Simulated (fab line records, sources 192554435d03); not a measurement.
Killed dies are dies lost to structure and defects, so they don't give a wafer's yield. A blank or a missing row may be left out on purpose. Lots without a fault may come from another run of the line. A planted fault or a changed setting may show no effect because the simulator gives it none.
Which tool did it? | flow n5_finfet | 10 lots, 30 wafers sampled, at 4 steps of a route of 1938

WHAT THE GAUGES READ, wafer by wafer
N5_BEOL_M14_INSPECT_55: inspects for defects (darkfield).
lot  | measured     | on                | raw_defect_count
L826 | day 12 12:43 | defect_inspect-01 | 60 120 57
L828 | day 13 09:40 | defect_inspect-01 | 58 51 65
L830 | day 13 21:08 | defect_inspect-01 | 70 53 38
L831 | day 13 23:29 | defect_inspect-02 | 68 67 102
L834 | day 14 12:10 | defect_inspect-01 | 48 41 66
L838 | day 16 07:19 | defect_inspect-01 | 66 60 42
L843 | day 17 20:25 | defect_inspect-02 | 94 47 97
L844 | day 17 20:51 | defect_inspect-01 | 41 40 64
L845 | day 18 00:10 | defect_inspect-02 | 75 91 56
L846 | day 18 04:20 | defect_inspect-01 | 91 67 61

N5_BEOL_M15_CD_MEAS_17: target cd 360 nm.
lot  | measured     | on        | cd_nm (nm)
L826 | day 12 14:01 | cd_sem-03 | 364.2 364.0 360.3
L828 | day 13 11:00 | cd_sem-03 | 361.1 360.0 365.3
L830 | day 13 22:43 | cd_sem-03 | 360.2 360.4 358.0
L831 | day 14 01:07 | cd_sem-03 | 360.8 363.2 359.4
L834 | day 14 13:34 | cd_sem-03 | 361.4 363.3 365.0
L838 | day 16 08:29 | cd_sem-03 | 361.1 362.2 362.4
L843 | day 17 21:36 | cd_sem-02 | 362.4 361.2 363.4
L844 | day 17 22:10 | cd_sem-03 | 358.4 357.2 356.6
L845 | day 18 01:36 | cd_sem-01 | 359.7 359.2 359.9
L846 | day 18 05:37 | cd_sem-03 | 358.7 360.2 357.5

WHICH TOOL RAN EACH LOT (tool, then ch and the chambers of the sampled wafers, then the start)
lot  | N5_BEOL_M14_CMP_49            | N5_BEOL_M15_STRIP_64
L826 | cmp-04 ch 1,2, day 12 12:15   | rie_diel-04 ch 2,3, day 12 13:00
L828 | cmp-03 ch 0,2, day 13 09:13   | rie_diel-02 ch 0,1,2, day 13 10:00
L830 | cmp-02 ch 0,2,3, day 13 20:46 | rie_diel-06 ch 2,3, day 13 22:00
L831 | cmp-02 ch 0,1,2, day 13 23:02 | rie_diel-02 ch 1,2,3, day 14 00:00
L834 | cmp-03 ch 0,3, day 14 11:43   | rie_diel-04 ch 2,3, day 14 13:00
L838 | cmp-04 ch 0,1,3, day 16 06:52 | rie_diel-02 ch 0,1,3, day 16 08:00
L843 | cmp-04 ch 1,2,3, day 17 20:01 | rie_diel-04 ch 0,1,3, day 17 21:00
L844 | cmp-03 ch 0,1,3, day 17 20:24 | rie_diel-04 ch 0,1,2, day 17 22:00
L845 | cmp-02 ch 0,2,3, day 17 23:46 | rie_diel-04 ch 0,1,3, day 18 01:00
L846 | cmp-03 ch 0,3, day 18 03:53   | rie_diel-04 ch 0,1, day 18 05:00
- N5_BEOL_M14_CMP_49: polishes, stops on SiO2, t overpolish 5.2 s, target thk 560 nm.
- N5_BEOL_M15_STRIP_64: strips in O2.

WHAT THE TOOLS THEMSELVES READ (means of the sampled wafers that have a number; where no wafer has one, the mark that the record gives instead)
N5_BEOL_M14_CMP_49.
lot  | tool   | barrier_field_endpoint_s (s) | motor_current_A (A) | overpolish_run_s (s) | platen_rpm (rpm) | slurry_filter_dp_kPa (kPa) | time_to_endpoint_s (s)
L826 | cmp-04 | 11.3                         | 8.9                 | 5.215                | 80.01            | 13.51                      | 119
L828 | cmp-03 | 11.3                         | 7.8                 | 5.200                | 79.97            | 13.37                      | 124
L830 | cmp-02 | 11.2                         | 8.1                 | 5.192                | 80.00            | 13.45                      | 119
L831 | cmp-02 | 11.1                         | 8.1                 | 5.200                | 80.02            | 13.60                      | 116
L834 | cmp-03 | 11.6                         | 7.5                 | 5.203                | 80.01            | 13.47                      | 127
L838 | cmp-04 | 11.0                         | 8.3                 | 5.203                | 79.97            | 13.52                      | 123
L843 | cmp-04 | 11.4                         | 8.2                 | 5.196                | 80.00            | 13.59                      | 126
L844 | cmp-03 | 11.5                         | 7.8                 | 5.205                | 79.99            | 13.39                      | 125
L845 | cmp-02 | 11.1                         | 8.1                 | 5.210                | 80.01            | 13.54                      | 117
L846 | cmp-03 | 11.5                         | 7.7                 | 5.204                | 79.96            | 13.43                      | 125

N5_BEOL_M15_STRIP_64.
lot  | tool        | chamber_pressure_mTorr (mTorr) | drypump_motor_current_A (A) | oes_product_au (a.u.) | rf_vpp_V (V) | showerhead_plenum_p_Torr (Torr) | temp_c (C) | throttle_valve_pct (%)
L826 | rie_diel-04 | 30.018                         | 5.4                         | 0.78                  | 3.9          | 2.18                            | 60.02      | 16.72
L828 | rie_diel-02 | 30.003                         | 5.9                         | 0.85                  | 3.6          | 2.14                            | 60.04      | 16.63
L830 | rie_diel-06 | 29.987                         | 5.9                         | 0.77                  | 4.2          | 2.08                            | 60.06      | 16.83
L831 | rie_diel-02 | 30.002                         | 5.7                         | 0.79                  | 3.1          | 2.11                            | 59.97      | 16.77
L834 | rie_diel-04 | 33.016                         | 5.4                         | 0.78                  | 3.2          | 2.15                            | 59.93      | 16.60
L838 | rie_diel-02 | 30.008                         | 6.1                         | 0.82                  | 3.0          | 2.14                            | 59.97      | 16.69
L843 | rie_diel-04 | 30.008                         | 5.8                         | 0.84                  | 3.2          | 2.13                            | 60.01      | 16.56
L844 | rie_diel-04 | 30.029                         | 5.8                         | 0.83                  | 3.4          | 2.16                            | 60.11      | 16.70
L845 | rie_diel-04 | 29.996                         | 5.8                         | 0.84                  | 4.2          | 2.13                            | 60.23      | 16.55
L846 | rie_diel-04 | 30.013                         | 6.1                         | 0.87                  | 3.4          | 2.17                            | 59.94      | 16.63

THE ANSWER, worked out from the rows above alone
Rule: what is usual is taken from the lots themselves. Put in order of their means at a reading, lots are off if they are a third of the lots or fewer, leave a main group of 4 or more, and stand apart from it by a gap of 3 or more times the standard deviation of the main group's means; of several such gaps the widest counts. A main group whose means are all the same, to the digits that the tables above print for the reading, isn't used. A lot without any number at a reading at which 4 lots or more have one is off too. The other lots that the step has rows for count as sound. The gauges are gone through in route order, then the tools' own readings, and for those a lot's mean is taken as printed above. The first step at which some lot is off is used, and at that step the reading that is off furthest; a lot without a number counts as furthest.
Off: L834, at N5_BEOL_M15_STRIP_64 (chamber_pressure_mTorr). The main group: mean 30.007 mTorr, standard deviation 0.012.
A tool fits if, at that step or a process step before it, it ran every lot that is off, and no sound lot after the first of them. None of those tried fits.

WHAT THE SIMULATOR HAD PUT IN
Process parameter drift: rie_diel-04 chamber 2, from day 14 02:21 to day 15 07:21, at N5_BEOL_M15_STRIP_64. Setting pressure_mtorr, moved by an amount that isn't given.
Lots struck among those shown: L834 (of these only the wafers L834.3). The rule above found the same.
